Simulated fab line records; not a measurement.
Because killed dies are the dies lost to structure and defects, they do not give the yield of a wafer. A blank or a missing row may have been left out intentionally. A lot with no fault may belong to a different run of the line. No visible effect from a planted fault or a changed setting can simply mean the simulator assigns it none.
fab line records + flow n5-finfet
record:
- lots: 10
- wafers: 30
- last-day: 18
route steps=1938 shown BEOL_M3@996 BEOL_M4@1111
lots that met no fault: taken from a fault-free run of the same line
start-h: the number of hours between the record's first day and the start of the first shown wafer of the lot + wait-h: hours from the lot's prior step to this one + " identical to the entry in the row above + L1.1+2: one row covering several wafers at once + - either no value or no given start + * or withheld: withheld + < > ~ a bound
route shown NAME@n: a module of which the file shows steps, and the number in the route of the first + usual: mean/standard deviation taken from wafers without a fault + same: alike in all rows + chamber/n: place in a boat + sites: per-site readings + _std_site: standard deviation of those values + _edge_site: inner sites' mean taken away from outer sites' mean + radius-mm: how far each site lies from the wafer's centre + mask NAME#n: copy n + behind: tool/chamber where the wafer was last shaped + hold: why the lot was held/for how many hours/how that ended + device: the n, p or np transistor that did not switch + end of line: the route-end tests of the same wafers + step lacking rows: just its recipe + killed: the dies lost at the first sort to structure and to defects; this is not the yield of the wafer + map: a wafer's dies, x killed, . not, _ none there
set.NAME: the setting as run; set.NAME@STEP: as run at that earlier step + model.NAME: the simulator's own value behind a step, which no gauge read
the route's steps for a sample of lots (tables are steps, rows are wafers)
services: from which hour (start-h, from the record's first day; less than 0 if before it) a tool's chamber was out of use, for how many hours, and why
== steps ==
step: N5_BEOL_M3_SPUTTER_79
recipe:
- material: Cu
- target-thk-a: 45
- temp-c: -20
- chamber-pressure-pa: 0.07
- power-w: withheld
- time-s: 8.29
usual:
- chuck-sensor-temp-C: -16.0/0.43
- throttle-valve-pct: 30.1/1.1
| lot.wafer | tool           | chamber | start-h | wait-h | chuck-sensor-temp-C | throttle-valve-pct |
|-----------|----------------|---------|---------|--------|---------------------|--------------------|
| L255.1    | pvd-sputter-01 | -       | 151.51  | 0.1    | -15.3               | 30.0               |
| L255.4    | "              | -       | "       | "      | -15.5               | 31.8               |
| L255.6    | "              | -       | "       | "      | -16.7               | 29.9               |
| L257.3    | pvd-sputter-01 | -       | 156.76  | 0.1    | -16.6               | 30.3               |
| L257.4    | "              | -       | "       | "      | -15.6               | 32.1               |
| L257.6    | "              | -       | "       | "      | -15.3               | 30.2               |
| L258.3    | pvd-sputter-02 | -       | 168.84  | 0.1    | -16.4               | 31.8               |
| L258.4    | "              | -       | "       | "      | -16.4               | 29.9               |
| L258.6    | "              | -       | "       | "      | -15.9               | 28.3               |
| L260.1    | pvd-sputter-03 | -       | 177.07  | 0.1    | -15.9               | 31.3               |
| L260.2    | "              | -       | "       | "      | -16.4               | 28.4               |
| L260.4    | "              | -       | "       | "      | -16.0               | 30.3               |
| L270.4    | pvd-sputter-02 | -       | 255.88  | 0.1    | -16.4               | 31.8               |
| L270.5    | "              | -       | "       | "      | -16.4               | 31.9               |
| L270.6    | "              | -       | "       | "      | -16.4               | 29.9               |
| L271.1    | pvd-sputter-01 | -       | 271.52  | 0.1    | -16.4               | 29.9               |
| L271.3    | "              | -       | "       | "      | -16.6               | 30.4               |
| L271.5    | "              | -       | "       | "      | -15.5               | 31.9               |
| L269.2    | pvd-sputter-02 | -       | 276.30  | 0.1    | -16.4               | 31.5               |
| L269.5    | "              | -       | "       | "      | -16.5               | 29.8               |
| L269.6    | "              | -       | "       | "      | -16.0               | 28.2               |
| L272.1    | pvd-sputter-03 | -       | 280.06  | 0.1    | -15.9               | 30.2               |
| L272.2    | "              | -       | "       | "      | -15.6               | 30.2               |
| L272.3    | "              | -       | "       | "      | -16.4               | 28.6               |
| L273.3    | pvd-sputter-02 | -       | 288.57  | 0.1    | -15.5               | 30.1               |
| L273.5    | "              | -       | "       | "      | -15.9               | 28.1               |
| L273.6    | "              | -       | "       | "      | -16.6               | 29.9               |
| L278.1    | pvd-sputter-02 | -       | 309.05  | 0.1    | -15.9               | 28.4               |
| L278.5    | "              | -       | "       | "      | -16.1               | 31.9               |
| L278.6    | "              | -       | "       | "      | -16.5               | 29.6               |
step: N5_BEOL_M3_SPUTTER_90
recipe:
- material: Cu
- target-thk-a: 45
- temp-c: -20
- chamber-pressure-pa: 0.07
- power-w: withheld
- time-s: 8.29
usual:
- chuck-sensor-temp-C: -16.0/0.44
- throttle-valve-pct: 30.1/1
| lot.wafer | tool           | chamber | start-h | wait-h | chuck-sensor-temp-C | throttle-valve-pct |
|-----------|----------------|---------|---------|--------|---------------------|--------------------|
| L255.1    | pvd-sputter-01 | -       | 152.39  | 0.1    | -15.4               | 30.2               |
| L255.4    | "              | -       | "       | "      | -15.5               | 31.5               |
| L255.6    | "              | -       | "       | "      | -16.8               | 30.2               |
| L257.3    | pvd-sputter-01 | -       | 157.64  | 0.1    | -16.7               | 30.1               |
| L257.4    | "              | -       | "       | "      | -15.6               | 31.6               |
| L257.6    | "              | -       | "       | "      | -15.4               | 30.0               |
| L258.3    | pvd-sputter-02 | -       | 169.72  | 0.1    | -16.2               | 32.0               |
| L258.4    | "              | -       | "       | "      | -16.5               | 29.7               |
| L258.6    | "              | -       | "       | "      | -16.1               | 28.3               |
| L260.1    | pvd-sputter-03 | -       | 177.95  | 0.1    | -15.8               | 31.4               |
| L260.2    | "              | -       | "       | "      | -16.6               | 28.6               |
| L260.4    | "              | -       | "       | "      | -15.9               | 30.1               |
| L270.4    | pvd-sputter-02 | -       | 256.76  | 0.1    | -16.3               | 31.7               |
| L270.5    | "              | -       | "       | "      | -16.3               | 31.9               |
| L270.6    | "              | -       | "       | "      | -16.5               | 29.6               |
| L271.1    | pvd-sputter-01 | -       | 272.40  | 0.1    | -16.3               | 29.5               |
| L271.3    | "              | -       | "       | "      | -16.8               | 29.9               |
| L271.5    | "              | -       | "       | "      | -15.5               | 31.8               |
| L269.2    | pvd-sputter-02 | -       | 277.18  | 0.1    | -16.3               | 31.7               |
| L269.5    | "              | -       | "       | "      | -16.7               | 30.1               |
| L269.6    | "              | -       | "       | "      | -16.0               | 28.4               |
| L272.1    | pvd-sputter-03 | -       | 280.94  | 0.1    | -15.9               | 30.2               |
| L272.2    | "              | -       | "       | "      | -15.4               | 30.1               |
| L272.3    | "              | -       | "       | "      | -16.3               | 28.6               |
| L273.3    | pvd-sputter-02 | -       | 289.52  | 0.1    | -15.3               | 29.9               |
| L273.5    | "              | -       | "       | "      | -15.9               | 28.4               |
| L273.6    | "              | -       | "       | "      | -16.4               | 29.9               |
| L278.1    | pvd-sputter-02 | -       | 309.93  | 0.1    | -15.7               | 28.4               |
| L278.5    | "              | -       | "       | "      | -16.3               | 31.7               |
| L278.6    | "              | -       | "       | "      | -16.5               | 29.8               |
step: N5_BEOL_M3_ANNEAL_91
recipe:
- temp-c: 400
- time-s: 240
- ambient: vacuum
usual:
- heater-power-w: 843/70
- susceptor-temp-C: 400.01/0.24
- susceptor_temp_C_max: 401.0/0.36
| lot.wafer | tool           | chamber | start-h | wait-h | heater-power-w | susceptor-temp-C | susceptor_temp_C_max |
|-----------|----------------|---------|---------|--------|----------------|------------------|----------------------|
| L255.1    | pvd-sputter-01 | -       | 152.47  | 0.0    | 744            | 400.11           | 401.2                |
| L255.4    | "              | -       | "       | "      | 921            | 399.89           | 400.9                |
| L255.6    | "              | -       | "       | "      | 994            | 399.85           | 400.6                |
| L257.3    | pvd-sputter-01 | -       | 157.72  | 0.0    | 1007           | 400.43           | 401.1                |
| L257.4    | "              | -       | "       | "      | 897            | 399.93           | 400.9                |
| L257.6    | "              | -       | "       | "      | 741            | 399.97           | 401.4                |
| L258.3    | pvd-sputter-02 | -       | 169.80  | 0.0    | 872            | 399.95           | 400.7                |
| L258.4    | "              | -       | "       | "      | 849            | 400.00           | 401.3                |
| L258.6    | "              | -       | "       | "      | 819            | 400.23           | 401.4                |
| L260.1    | pvd-sputter-03 | -       | 178.03  | 0.0    | 896            | 399.53           | 400.8                |
| L260.2    | "              | -       | "       | "      | 826            | 400.16           | 401.2                |
| L260.4    | "              | -       | "       | "      | 847            | 399.61           | 400.3                |
| L270.4    | pvd-sputter-02 | -       | 256.84  | 0.0    | -              | -                | -                    |
| L270.5    | "              | -       | "       | "      | -              | -                | -                    |
| L270.6    | "              | -       | "       | "      | -              | -                | -                    |
| L271.1    | pvd-sputter-01 | -       | 272.48  | 0.0    | -              | -                | -                    |
| L271.3    | "              | -       | "       | "      | -              | -                | -                    |
| L271.5    | "              | -       | "       | "      | -              | -                | -                    |
| L269.2    | pvd-sputter-02 | -       | 277.26  | 0.0    | -              | -                | -                    |
| L269.5    | "              | -       | "       | "      | -              | -                | -                    |
| L269.6    | "              | -       | "       | "      | -              | -                | -                    |
| L272.1    | pvd-sputter-03 | -       | 281.02  | 0.0    | 848            | 399.88           | 400.7                |
| L272.2    | "              | -       | "       | "      | 734            | 400.38           | 401.7                |
| L272.3    | "              | -       | "       | "      | 838            | 400.24           | 401.0                |
| L273.3    | pvd-sputter-02 | -       | 289.61  | 0.0    | 932            | 400.08           | 401.0                |
| L273.5    | "              | -       | "       | "      | 846            | 400.31           | 401.7                |
| L273.6    | "              | -       | "       | "      | 850            | 400.09           | 401.5                |
| L278.1    | pvd-sputter-02 | -       | 310.01  | 0.0    | 812            | 400.25           | 401.3                |
| L278.5    | "              | -       | "       | "      | 868            | 400.46           | 401.2                |
| L278.6    | "              | -       | "       | "      | 839            | 400.08           | 401.4                |
step: N5_BEOL_M3_SPUTTER_94
recipe:
- material: Cu
- target-thk-a: 45
- temp-c: -20
- chamber-pressure-pa: 0.07
- power-w: withheld
- time-s: 8.29
usual:
- chuck-sensor-temp-C: -16.0/0.43
- throttle-valve-pct: 30.1/1
| lot.wafer | tool           | chamber | start-h | wait-h | chuck-sensor-temp-C | throttle-valve-pct |
|-----------|----------------|---------|---------|--------|---------------------|--------------------|
| L255.1    | pvd-sputter-01 | -       | 152.83  | 0.1    | -15.3               | 30.4               |
| L255.4    | "              | -       | "       | "      | -15.6               | 32.2               |
| L255.6    | "              | -       | "       | "      | -16.7               | 30.0               |
| L257.3    | pvd-sputter-01 | -       | 158.08  | 0.1    | -16.6               | 30.3               |
| L257.4    | "              | -       | "       | "      | -15.6               | 31.8               |
| L257.6    | "              | -       | "       | "      | -15.3               | 30.0               |
| L258.3    | pvd-sputter-02 | -       | 170.16  | 0.1    | -16.5               | 31.8               |
| L258.4    | "              | -       | "       | "      | -16.5               | 29.8               |
| L258.6    | "              | -       | "       | "      | -15.9               | 28.4               |
| L260.1    | pvd-sputter-03 | -       | 178.39  | 0.1    | -15.8               | 31.7               |
| L260.2    | "              | -       | "       | "      | -16.3               | 28.9               |
| L260.4    | "              | -       | "       | "      | -16.3               | 30.1               |
| L270.4    | pvd-sputter-02 | -       | 257.20  | 0.1    | -16.1               | 31.6               |
| L270.5    | "              | -       | "       | "      | -16.4               | 31.9               |
| L270.6    | "              | -       | "       | "      | -16.3               | 29.8               |
| L271.1    | pvd-sputter-01 | -       | 272.84  | 0.1    | -16.2               | 29.7               |
| L271.3    | "              | -       | "       | "      | -16.9               | 29.9               |
| L271.5    | "              | -       | "       | "      | -15.5               | 31.8               |
| L269.2    | pvd-sputter-02 | -       | 277.62  | 0.1    | -16.5               | 31.9               |
| L269.5    | "              | -       | "       | "      | -16.6               | 29.9               |
| L269.6    | "              | -       | "       | "      | -15.9               | 28.4               |
| L272.1    | pvd-sputter-03 | -       | 281.38  | 0.1    | -16.0               | 30.3               |
| L272.2    | "              | -       | "       | "      | -15.6               | 30.0               |
| L272.3    | "              | -       | "       | "      | -16.3               | 28.9               |
| L273.3    | pvd-sputter-02 | -       | 290.00  | 0.1    | -15.4               | 30.0               |
| L273.5    | "              | -       | "       | "      | -16.1               | 28.5               |
| L273.6    | "              | -       | "       | "      | -16.5               | 29.8               |
| L278.1    | pvd-sputter-02 | -       | 310.37  | 0.1    | -16.0               | 28.4               |
| L278.5    | "              | -       | "       | "      | -16.0               | 32.1               |
| L278.6    | "              | -       | "       | "      | -16.5               | 29.8               |
step: N5_BEOL_M4_RC_MEAS_101
usual:
- DIBL_N: 36.3/2
- DIBL_P: 36.3/2.4
- IOFF_N: 0.16/0.034
- IOFF_P: 0.21/0.035
- ION_N: 672/12
- ION_P: 459/6.5
- SS_N: 71.6/0.67
- SS_P: 73.3/0.71
- VT_N: 250/3.5
- VT_P: -251/3
| lot.wafer | tool      | chamber | start-h | wait-h | DIBL_N[mV/V] | DIBL_P[mV/V] | IOFF_N[nA/um] | IOFF_P[nA/um] | ION_N[uA/um] | ION_P[uA/um] | SS_N[mV/dec] | SS_P[mV/dec] | VT_N[mV] | VT_P[mV] |
|-----------|-----------|---------|---------|--------|--------------|--------------|---------------|---------------|--------------|--------------|--------------|--------------|----------|----------|
| L255.1    | prober-02 | 0       | 168.43  | 0.0    | 35.2         | 33.4         | 0.12          | 0.18          | 658          | 453          | 71.4         | 72.0         | 252      | -254     |
| L255.4    | "         | 0       | "       | "      | 37.8         | 36.8         | 0.17          | 0.23          | 676          | 464          | 71.9         | 73.4         | 248      | -248     |
| L255.6    | "         | 0       | "       | "      | 35.8         | 34.4         | 0.14          | 0.19          | 672          | 459          | 71.5         | 72.6         | 252      | -250     |
| L257.3    | prober-02 | 0       | 175.68  | 0.3    | 32.6         | 31.7         | 0.10          | 0.15          | 651          | 456          | 70.0         | 72.0         | 259      | -256     |
| L257.4    | "         | 0       | "       | "      | 32.3         | 31.6         | 0.10          | 0.15          | 653          | 453          | 69.8         | 71.8         | 256      | -253     |
| L257.6    | "         | 0       | "       | "      | 32.3         | 31.5         | 0.10          | 0.15          | 664          | 456          | 70.1         | 72.1         | 257      | -254     |
| L258.3    | prober-02 | 0       | 184.97  | 0.3    | 35.0         | 34.4         | 0.14          | 0.18          | 666          | 453          | 71.1         | 73.2         | 249      | -254     |
| L258.4    | "         | 0       | "       | "      | 33.2         | 31.5         | 0.10          | 0.13          | 647          | 440          | 70.8         | 72.8         | 256      | -256     |
| L258.6    | "         | 0       | "       | "      | 33.3         | 32.3         | 0.11          | 0.15          | 650          | 452          | 70.9         | 72.7         | 256      | -253     |
| L260.1    | prober-02 | 0       | 197.18  | 0.0    | 35.9         | 34.6         | 0.14          | 0.17          | 657          | 444          | 71.6         | 73.7         | 255      | -256     |
| L260.2    | "         | 0       | "       | "      | 39.3         | 38.7         | 0.22          | 0.23          | 689          | 463          | 73.1         | 74.5         | 247      | -251     |
| L260.4    | "         | 0       | "       | "      | 35.9         | 34.3         | 0.15          | 0.16          | 672          | 452          | 72.0         | 73.3         | 251      | -256     |
| L270.4    | prober-01 | 0       | 286.85  | 0.5    | 33.0         | 33.7         | 0.12          | 0.18          | 658          | 457          | 71.0         | 72.3         | 253      | -250     |
| L270.5    | "         | 0       | "       | "      | 36.1         | 36.9         | 0.17          | 0.23          | 656          | 454          | 71.5         | 73.2         | 250      | -248     |
| L270.6    | "         | 0       | "       | "      | 35.6         | 36.2         | 0.15          | 0.22          | 669          | 455          | 71.2         | 73.1         | 250      | -251     |
| L269.2    | prober-01 | 0       | 288.35  | 0.2    | 40.2         | 39.4         | 0.22          | 0.27          | 683          | 469          | 72.0         | 74.3         | 245      | -246     |
| L269.5    | "         | 0       | "       | "      | 37.9         | 37.2         | 0.17          | 0.22          | 667          | 463          | 71.9         | 74.1         | 249      | -249     |
| L269.6    | "         | 0       | "       | "      | 37.9         | 36.3         | 0.16          | 0.21          | 667          | 457          | 71.3         | 74.1         | 251      | -251     |
| L272.1    | prober-02 | 0       | 293.28  | 0.0    | 39.6         | 39.7         | 0.21          | 0.25          | 684          | 467          | 72.5         | 73.8         | 244      | -249     |
| L272.2    | "         | 0       | "       | "      | 39.0         | 39.1         | 0.19          | 0.24          | 676          | 463          | 72.7         | 73.7         | 249      | -249     |
| L272.3    | "         | 0       | "       | "      | 37.7         | 38.0         | 0.17          | 0.22          | 674          | 470          | 72.5         | 73.3         | 251      | -251     |
| L271.1    | prober-02 | 0       | 302.96  | 0.0    | 36.1         | 37.3         | 0.15          | 0.22          | 661          | 462          | 71.3         | 73.1         | 249      | -248     |
| L271.3    | "         | 0       | "       | "      | 36.9         | 37.7         | 0.16          | 0.22          | 669          | 469          | 70.7         | 72.8         | 249      | -245     |
| L271.5    | "         | 0       | "       | "      | 36.7         | 38.0         | 0.16          | 0.22          | 684          | 474          | 72.0         | 73.5         | 249      | -248     |
| L273.3    | prober-02 | 0       | 319.02  | 0.3    | 37.0         | 38.8         | 0.20          | 0.25          | 682          | 462          | 71.8         | 74.3         | 247      | -248     |
| L273.5    | "         | 0       | "       | "      | 34.8         | 34.8         | 0.15          | 0.19          | 666          | 454          | 71.2         | 74.1         | 249      | -252     |
| L273.6    | "         | 0       | "       | "      | 38.7         | 38.5         | 0.24          | 0.24          | 676          | 458          | 72.4         | 74.0         | 244      | -249     |
| L278.1    | prober-01 | 0       | 326.38  | 0.0    | 36.8         | 37.1         | 0.19          | 0.22          | 680          | 459          | 71.8         | 73.0         | 248      | -249     |
| L278.5    | "         | 0       | "       | "      | 37.2         | 37.9         | 0.20          | 0.24          | 679          | 459          | 72.0         | 73.4         | 246      | -248     |
| L278.6    | "         | 0       | "       | "      | 36.1         | 36.1         | 0.18          | 0.21          | 684          | 462          | 72.0         | 72.6         | 245      | -251     |
== services ==
| tool           | chamber | start-h | hours | kind   |
|----------------|---------|---------|-------|--------|
| pvd-sputter-02 | -       | 197.53  | 7.5   | repair |
== key ==
first-sign:
- step: N5_BEOL_M3_ANNEAL_91
- reading: tool-record
- direction: missing
effect none on later readings
met-at N5_BEOL_M3_ANNEAL_91
struck-lots L269,L270,L271
not-acting-at N5_BEOL_M3_SPUTTER_79,N5_BEOL_M3_SPUTTER_90,N5_BEOL_M3_SPUTTER_94
onset-between 169.80 256.84
fault:
- kind: skipped-step-whole
- tool: pvd-sputter-01,pvd-sputter-02
- chamber: -
- onset-h: 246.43
- steps: N5_BEOL_M3_ANNEAL_91
- scope: struck-lots-only
